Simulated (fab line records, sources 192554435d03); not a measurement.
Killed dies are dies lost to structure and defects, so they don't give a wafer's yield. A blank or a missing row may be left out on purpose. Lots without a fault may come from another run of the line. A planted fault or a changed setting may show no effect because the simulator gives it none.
Problem report in the 8D (eight disciplines) form, filled by code | flow n5_finfet | the parts of the form that need people (team, actions taken, sign-off) are left out

1. THE PROBLEM
VT_P at N5_BEOL_M4_RC_MEAS_101 reads a mean of -268 mV on 1 wafer of 1 lot; wafers without a fault read -252 mV with a standard deviation of 3.4. That is -4.7 standard deviations from the usual mean.
First seen on wafer L232.5, day 9 16:48, on prober-02. The record holds 28 wafers of 10 lots with a number at this step. Rule for "out", or "out of limits": more than 4 standard deviations from the usual mean. The other wafers with a number count as sound.

2. WHAT IT IS AND WHAT IT IS NOT
question                    | is               | is not
which readings at this step | VT_P             | DIBL_N, DIBL_P, IOFF_N, ION_N, SS_N, SS_P, VT_N
which lots                  | L232             | L223, L224, L225, L227, L228, L236, L239, L242, L245
which wafers of those lots  | L232.5           | L232.6
read on which gauges        | prober-02        | prober-01
when                        | from day 9 16:48 | up to then (15 sound wafers); but 12 sound wafers of L236, L239, L242, L245 came after

3. SUSPECTS, AND WHAT RULES EACH OUT
Counting: a tool at a process step up to the reading stays a suspect if it ran every lot that is out. Sound lots after the first of them don't rule it out here, since some wafers of a struck lot are sound.
- the gauge at N5_BEOL_M4_RC_MEAS_101: kept. All the wafers that are out were read on prober-02, and no step on other tools shows them out.
- ald_hk-01 at N5_HKMG_FIN_ALD_74 (deposits La2O3, target thk 0.5 nm, pulse time 6 s, co reactant pulse time 1 s): kept. It ran the lot that is out, L232 (day 6 05:50); its last sound lot up to then is L228 (day 5 04:41).
- pvd_sputter-03 at N5_BEOL_M4_DEGAS_44 (time 60 s): kept. It ran the lot that is out, L232 (day 9 12:33); its last sound lot up to then is L228 (day 8 21:20).
- ald_metal-01 at N5_BEOL_M4_ALD_84 (deposits TaN, pulse time 2 s, purge time 3 s, co reactant purge time 2 s): kept. It ran the lot that is out, L232 (day 9 12:44); its last sound lot up to then is L227 (day 8 21:19).
- Within ald_hk-01 at N5_HKMG_FIN_ALD_74: the wafers that are out ran in chamber 3; their sound lot-mates ran in chamber 0.
- Within ald_metal-01 at N5_BEOL_M4_ALD_84: the wafers that are out ran in chamber 2; their sound lot-mates ran in chamber 3.
Left after counting: ald_hk-01 at N5_HKMG_FIN_ALD_74, pvd_sputter-03 at N5_BEOL_M4_DEGAS_44, ald_metal-01 at N5_BEOL_M4_ALD_84, prober-02 at N5_BEOL_M4_RC_MEAS_101.

4. THE CAUSE (what the simulator had put in)
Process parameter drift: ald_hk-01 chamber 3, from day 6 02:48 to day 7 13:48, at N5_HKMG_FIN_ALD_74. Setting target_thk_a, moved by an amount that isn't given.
Counting left 4 suspects, and this tool is among them.

5. THE CHAIN OF EFFECTS, in route order
Each row: a reading whose mean over the struck wafers that have a number lies more than 3 standard deviations from the usual. Only readings for which the record gives a usual standard deviation are gone through. hours: the time from each lot's start at the first step in this table that gives one to its start at this step, as a median over the lots. sigmas: the change in usual standard deviations.
hours | step                    | reading          | usual          | on struck wafers | change    | sigmas
0     | N5_BEOL_M4_RC_MEAS_101  | IOFF_P           | 0.21 nA/um     | 0.09             | -0.12     | -3.2
0     | N5_BEOL_M4_RC_MEAS_101  | IOFF_P_LIN       | 0.097 nA/um    | 0.046            | -0.051    | -3.9
0     | N5_BEOL_M4_RC_MEAS_101  | IOFF_P_LONG      | 0.000101 nA/um | 0.000078         | -0.000023 | -3.2
0     | N5_BEOL_M4_RC_MEAS_101  | ION_P            | 460 uA/um      | 433              | -27       | -3.3
0     | N5_BEOL_M4_RC_MEAS_101  | VT_N_LVT         | 96 mV          | 85               | -11       | -3.1
0     | N5_BEOL_M4_RC_MEAS_101  | VT_P             | -252 mV        | -268             | -16       | -4.7
0     | N5_BEOL_M4_RC_MEAS_101  | VT_P_LONG        | -277.0 mV      | -288.2           | -11.2     | -4.0
98    | N5_PASSIVATION_PROBE_49 | killed_at_M4_up  | 12             | 30               | +18       | +3.9
98    | N5_PASSIVATION_PROBE_49 | sort_bin_8_speed | 0.00 %         | 15.42            | +15.42    | +99 or more
98    | N5_PASSIVATION_PROBE_49 | sort_n_pass      | 1077           | 891              | -186      | -11
98    | N5_PASSIVATION_PROBE_49 | sort_yield_pct   | 91.3 %         | 75.5             | -15.8     | -11
The process steps in it:
- N5_PASSIVATION_PROBE_49
Later measuring or inspecting steps at which every struck wafer that the step has a row for has a number for every such reading, and none has moved that far: N5_BEOL_M5_THK_MEAS_01.

6. WHAT WOULD HAVE CAUGHT IT SOONER
In this record the first reading out of limits at a measuring or inspecting step was taken at day 9 16:48, 86 hours after the fault began at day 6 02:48.
Of the tool readings at N5_HKMG_FIN_ALD_74 for which the record gives a usual standard deviation, none was out on any struck wafer, so an alarm limit of 4 standard deviations on them would not have fired.
All the lots that are out (1) had begun N5_HKMG_FIN_ALD_74 on ald_hk-01 by day 9 16:48. A hold on the tool at that time would have spared none of them.
